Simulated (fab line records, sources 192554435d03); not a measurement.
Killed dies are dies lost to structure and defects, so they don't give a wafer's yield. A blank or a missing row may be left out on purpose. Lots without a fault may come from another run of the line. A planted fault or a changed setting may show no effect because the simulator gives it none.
One fault seen from 2 desks | flow n5_finfet | each desk has only its own numbers; what lay behind them comes last

THE TOOL OWNER'S DESK: litho_track-04
The tool's own readings at N5_BEOL_M4_COAT_62 (time 60 s, resist thk 12 nm): means of the sampled wafers that have a number, for each lot that ran on this tool. A lot is out of limits, marked OUT, if its mean lies more than 4 standard deviations from the usual mean; the brackets give that distance.
Columns: A = exhaust_pa at N5_BEOL_M4_COAT_62, usual 44.9 Pa; B = spin_speed_rpm at N5_BEOL_M4_COAT_62, usual 1500.0 rpm
lot  | first seen here | A    | B
L138 | day 8 06:37     | 44.8 | 1499.9
L143 | day 9 06:14     | 46.2 | 1377.1 (-99 or more) OUT
L144 | day 9 11:27     | 45.8 | 1376.7 (-99 or more) OUT
This desk's finding: out of limits on L143, L144; first on L143, day 9 06:14 (spin_speed_rpm at N5_BEOL_M4_COAT_62). In limits: L138.

THE METROLOGY DESK
What the gauges read, lot by lot, whatever tool the lot ran on: means of the sampled wafers that have a number. A lot is out of limits, marked OUT, if its mean lies more than 4 standard deviations from the usual mean; the brackets give that distance. Of its 10 readings 7 are shown: those that lie furthest out on some lot.
Columns: A = DIBL_N at N5_BEOL_M4_RC_MEAS_101, usual 35.7 mV/V; B = DIBL_P at N5_BEOL_M4_RC_MEAS_101, usual 35.7 mV/V; C = IOFF_N at N5_BEOL_M4_RC_MEAS_101, usual 0.155 nA/um; D = ION_P at N5_BEOL_M4_RC_MEAS_101, usual 462 uA/um; E = SS_N at N5_BEOL_M4_RC_MEAS_101, usual 71.3 mV/dec; F = VT_N at N5_BEOL_M4_RC_MEAS_101, usual 250 mV; G = VT_P at N5_BEOL_M4_RC_MEAS_101, usual -251 mV
lot  | first seen here | A    | B    | C     | D   | E    | F   | G
L138 | day 8 17:26     | 36.9 | 36.5 | 0.174 | 457 | 71.4 | 250 | -251
L143 | day 10 00:33    | 33.7 | 34.7 | 0.135 | 467 | 70.6 | 250 | -250
L144 | day 10 01:38    | 35.1 | 35.0 | 0.133 | 461 | 71.6 | 253 | -255
L150 | day 11 15:49    | 37.3 | 37.1 | 0.175 | 461 | 71.7 | 250 | -252
This desk's finding: nothing out of limits on any of the 4 lots.

PUT TOGETHER
The tool owner's desk could have raised an alarm at day 9 06:14, on L143, L144.
The metrology desk saw nothing out of limits.
The metrology desk has L143, L144 on record, within its limits.
Of the lots named, all ran N5_BEOL_M4_COAT_62 on litho_track-04.

WHAT THE SIMULATOR HAD PUT IN
Process parameter drift: litho_track-04, from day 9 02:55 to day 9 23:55, at N5_BEOL_M4_COAT_62. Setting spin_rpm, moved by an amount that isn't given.
Lots struck among those shown: L143, L144.
Hours from the fault's start to each desk's first reading out of limits: the tool owner's desk, 3.
